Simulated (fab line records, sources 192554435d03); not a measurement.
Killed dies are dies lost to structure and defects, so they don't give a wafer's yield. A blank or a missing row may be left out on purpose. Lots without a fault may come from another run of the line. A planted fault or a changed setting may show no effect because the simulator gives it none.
Chamber matching | flow n5_finfet | N5_BEOL_M5_STRIP_36 on rie_diel-01: 3 sister chambers
The step strips in N2/H2. 14 wafers are shown with their chamber, then 7 later ones without.

WAFERS WITH THEIR CHAMBER
wafer  | chamber | throttle_valve_pct (%) | showerhead_plenum_p_Torr (Torr) | drypump_motor_current_A (A)
L074.3 | 0       | 24.0                   | 2.52                            | 5.5
L074.5 | 0       | 23.9                   | 2.52                            | 5.5
L074.6 | 2       | 23.8                   | 2.64                            | 5.4
L076.1 | 2       | 23.8                   | 2.64                            | 5.5
L076.4 | 2       | 23.8                   | 2.64                            | 5.4
L076.6 | 3       | 24.6                   | 2.58                            | 5.4
L077.2 | 2       | 23.8                   | 2.64                            | 5.4
L077.3 | 0       | 24.0                   | 2.52                            | 5.5
L077.4 | 0       | 24.0                   | 2.52                            | 5.5
L079.1 | 2       | 23.8                   | 2.63                            | 5.4
L079.4 | 0       | 24.0                   | 2.52                            | 5.5
L079.6 | 2       | 23.8                   | 2.63                            | 5.4
L086.2 | 3       | 24.6                   | 2.57                            | 5.4
L086.4 | 2       | 23.8                   | 2.63                            | 5.4

SIGNATURES (means of the wafers above)
reading                  | chamber 0 | chamber 2 | chamber 3 | scatter within a chamber
throttle_valve_pct       | 23.980    | 23.800    | 24.600    | 0.027
showerhead_plenum_p_Torr | 2.5200    | 2.6357    | 2.5750    | 0.00449
drypump_motor_current_A  | 5.500     | 5.414     | 5.400     | 0.0279
Rule: a wafer's distance from a chamber is the root of the sum, over the readings, of the square of ((its reading less the chamber's mean) divided by the reading's scatter). The wafer belongs to the nearest chamber; if the next one is less than 2 further off, it can't be placed. The scatter: the root of (the sum of the squares of (reading less its chamber's mean) over the shown wafers, divided by (wafers less chambers)).

WAFERS WITHOUT THEIR CHAMBER
wafer  | throttle_valve_pct (%) | showerhead_plenum_p_Torr (Torr) | drypump_motor_current_A (A)
L086.6 | 24.6                   | 2.57                            | 5.4
L092.2 | 24.6                   | 2.56                            | 5.4
L092.4 | 23.8                   | 2.62                            | 5.4
L092.6 | 23.8                   | 2.62                            | 5.4
L097.2 | 24.6                   | 2.56                            | 5.4
L097.4 | 23.9                   | 2.62                            | 5.4
L097.5 | 23.7                   | 2.51                            | 5.5

WHICH CHAMBER EACH WENT THROUGH
wafer  | from the rows above | in truth
L086.6 | 3                   | 3
L092.2 | 3                   | 3
L092.4 | 2                   | 2
L092.6 | 2                   | 2
L097.2 | 3                   | 3
L097.4 | 2                   | 2
L097.5 | 0                   | 0
Placed correctly: 7 of 7. Can't be placed from these rows: 0. Placed wrongly: 0.
